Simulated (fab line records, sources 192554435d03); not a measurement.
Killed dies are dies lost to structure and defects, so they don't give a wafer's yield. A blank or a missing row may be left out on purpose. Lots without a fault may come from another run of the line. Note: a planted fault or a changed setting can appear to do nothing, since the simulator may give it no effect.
Matching of chambers | flow n5_finfet | N5_MOL_CONTACT_COAG_ETCH_66 on rie_diel-02: 4 sister chambers
The step etches SiARC in CF4, target depth 13 nm, time 21.7 s. 30 wafers are shown with their chamber, then 12 later ones without.

WAFERS WITH THEIR CHAMBER
wafer  | chamber | showerhead_plenum_p_Torr (Torr) | drypump_motor_current_A (A) | throttle_valve_pct (%)
L074.2 | 2       | 2.13                            | 5.41                        | 15.62
L074.3 | 0       | 2.14                            | 5.66                        | 15.63
L074.5 | 0       | 2.14                            | 5.66                        | 15.64
L079.1 | 3       | 2.13                            | 5.56                        | 16.06
L079.4 | 0       | 2.14                            | 5.56                        | 15.64
L079.5 | 3       | 2.13                            | 5.56                        | 16.09
L082.2 | 1       | 2.21                            | 5.85                        | 15.87
L082.3 | 3       | 2.12                            | 5.56                        | 16.08
L082.5 | 3       | 2.12                            | 5.55                        | 16.08
L083.1 | 2       | 2.12                            | 5.39                        | 15.64
L083.2 | 0       | 2.13                            | 5.58                        | 15.66
L083.6 | 0       | 2.13                            | 5.55                        | 15.68
L084.2 | 2       | 2.12                            | 5.39                        | 15.64
L084.3 | 1       | 2.21                            | 5.87                        | 15.89
L084.6 | 3       | 2.12                            | 5.54                        | 16.09
L085.1 | 3       | 2.12                            | 5.58                        | 16.09
L085.2 | 1       | 2.21                            | 5.87                        | 15.87
L085.3 | 2       | 2.12                            | 5.41                        | 15.65
L089.1 | 2       | 2.12                            | 5.40                        | 15.67
L089.2 | 1       | 2.21                            | 5.87                        | 15.90
L089.6 | 2       | 2.12                            | 5.41                        | 15.68
L090.3 | 1       | 2.21                            | 5.85                        | 15.91
L090.4 | 3       | 2.12                            | 5.56                        | 16.12
L090.5 | 1       | 2.21                            | 5.86                        | 15.91
L091.2 | 3       | 2.12                            | 5.57                        | 16.12
L091.3 | 2       | 2.12                            | 5.40                        | 15.68
L091.6 | 0       | 2.13                            | 5.60                        | 15.69
L092.1 | 2       | 2.12                            | 5.38                        | 15.69
L092.2 | 3       | 2.12                            | 5.56                        | 16.13
L092.3 | 0       | 2.13                            | 5.59                        | 15.69

SIGNATURES (means of the wafers above)
reading                  | chamber 0 | chamber 1 | chamber 2 | chamber 3 | scatter within a chamber
showerhead_plenum_p_Torr | 2.1343    | 2.2100    | 2.1212    | 2.1222    | 0.00399
drypump_motor_current_A  | 5.6000    | 5.8617    | 5.3987    | 5.5600    | 0.0233
throttle_valve_pct       | 15.6614   | 15.8917   | 15.6587   | 16.0956   | 0.0233
Rule: a wafer lies at a distance from a chamber equal to the root of the sum of squares, over the readings, of (its reading less the chamber's mean, divided by the reading's scatter). The wafer belongs to the nearest chamber; if the next one is less than 2 further off, it can't be placed. The scatter: take each reading less its chamber's mean, square it, sum over the shown wafers, divide by the number of wafers less the number of chambers, and take the root.

WAFERS MISSING THEIR CHAMBER
wafer  | showerhead_plenum_p_Torr (Torr) | drypump_motor_current_A (A) | throttle_valve_pct (%)
L092.4 | 2.21                            | 5.85                        | 15.91
L092.5 | 2.12                            | 5.57                        | 16.11
L092.6 | 2.13                            | 5.64                        | 15.69
L095.1 | 2.11                            | 5.57                        | 16.12
L095.2 | 2.11                            | 5.36                        | 15.71
L095.3 | 2.13                            | 5.59                        | 15.72
L095.4 | 2.11                            | 5.36                        | 15.69
L095.5 | 2.13                            | 5.62                        | 15.71
L095.6 | 2.11                            | 5.56                        | 16.15
L097.1 | 2.11                            | 5.39                        | 15.70
L097.4 | 2.12                            | 5.63                        | 15.72
L097.6 | 2.20                            | 5.87                        | 15.94

WHICH CHAMBER EACH ONE RAN IN
wafer  | from the rows above | in truth
L092.4 | 1                   | 1
L092.5 | 3                   | 3
L092.6 | 0                   | 0
L095.1 | 3                   | 3
L095.2 | 2                   | 2
L095.3 | 0                   | 0
L095.4 | 2                   | 2
L095.5 | 0                   | 0
L095.6 | 3                   | 3
L097.1 | 2                   | 2
L097.4 | 0                   | 0
L097.6 | 1                   | 1
12 of 12 placed correctly. Number that these rows cannot place: 0. Number placed wrongly: 0.
